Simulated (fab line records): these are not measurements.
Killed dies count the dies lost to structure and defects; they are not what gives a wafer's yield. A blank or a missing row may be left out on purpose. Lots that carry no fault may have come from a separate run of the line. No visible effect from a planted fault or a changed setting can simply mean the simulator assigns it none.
Chamber matching + flow n5_finfet + ald_metal-01 running N5_HKMG_FIN_ALD_79: 4 sister chambers
The step deposits TiN, target thk 1.5 nm, pulse time 1 s, purge time 3 s. 22 wafers are shown with their chamber, then 11 later ones without.

## WAFERS, EACH WITH ITS CHAMBER
| wafer  | chamber | heater_power_w (W) | precursor_pulse_height_rel |
|--------|---------|--------------------|----------------------------|
| L074.2 | 0       | 925                | 0.967                      |
| L074.3 | 3       | 792                | 1.021                      |
| L074.5 | 1       | 912                | 1.029                      |
| L083.1 | 2       | 1027               | 1.004                      |
| L083.2 | 0       | 867                | 0.992                      |
| L083.3 | 1       | 931                | 0.966                      |
| L084.2 | 3       | 810                | 0.976                      |
| L084.5 | 2       | 997                | 1.039                      |
| L084.6 | 3       | 803                | 0.957                      |
| L087.1 | 2       | 1001               | 1.041                      |
| L087.3 | 0       | 906                | 0.957                      |
| L087.5 | 3       | 815                | 0.982                      |
| L092.1 | 2       | 1010               | 1.031                      |
| L092.2 | 1       | 920                | 1.010                      |
| L092.3 | 3       | 812                | 1.015                      |
| L092.4 | 0       | 902                | 0.982                      |
| L092.5 | 1       | 906                | 1.046                      |
| L092.6 | 2       | 997                | 1.013                      |
| L093.4 | 2       | 1003               | 0.969                      |
| L093.5 | 2       | 1003               | 1.033                      |
| L093.6 | 3       | 810                | 1.017                      |
| L094.1 | 0       | 895                | 1.007                      |

SIGNATURES, as means of the wafers listed above
| reading                    | chamber 0 | chamber 1 | chamber 2 | chamber 3 | scatter within a chamber |
|----------------------------|-----------|-----------|-----------|-----------|--------------------------|
| heater_power_w             | 899.00    | 917.25    | 1005.43   | 807.00    | 13.2                     |
| precursor_pulse_height_rel | 0.98100   | 1.01275   | 1.01857   | 0.99467   | 0.0265                   |
Rule: for a wafer and a chamber, the distance is found by dividing, reading by reading, the gap between the wafer's reading and the chamber's mean by the reading's scatter, squaring, summing and taking the root. If the next closest chamber is less than 2 further off than the closest, the wafer can't be placed; otherwise it belongs to the closest. The scatter: the root of (the sum of the squares of (reading less its chamber's mean) over the shown wafers, divided by (wafers less chambers)).

## WAFERS MISSING THEIR CHAMBER
| wafer  | heater_power_w (W) | precursor_pulse_height_rel |
|--------|--------------------|----------------------------|
| L094.2 | 799                | 1.010                      |
| L094.3 | 916                | 0.986                      |
| L094.4 | 1010               | 1.024                      |
| L094.5 | 1008               | 0.993                      |
| L094.6 | 931                | 1.001                      |
| L097.1 | 800                | 0.969                      |
| L097.2 | 909                | 0.987                      |
| L097.3 | 987                | 1.010                      |
| L097.4 | 917                | 0.988                      |
| L097.5 | 981                | 0.972                      |
| L097.6 | 916                | 0.991                      |

## CHAMBER TAKEN BY EACH
| wafer  | from the rows above     | in truth |
|--------|-------------------------|----------|
| L094.2 | 3                       | 3        |
| L094.3 | can't be placed: 1 or 0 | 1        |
| L094.4 | 2                       | 2        |
| L094.5 | 2                       | 2        |
| L094.6 | can't be placed: 1 or 0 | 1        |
| L097.1 | 3                       | 3        |
| L097.2 | can't be placed: 0 or 1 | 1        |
| L097.3 | 2                       | 2        |
| L097.4 | can't be placed: 1 or 0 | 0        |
| L097.5 | 2                       | 2        |
| L097.6 | can't be placed: 1 or 0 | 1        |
Correct placement for 6 of the 11. From these rows, 5 cannot be placed; in 5 the true chamber is one of the candidates. Wrongly placed: 0.
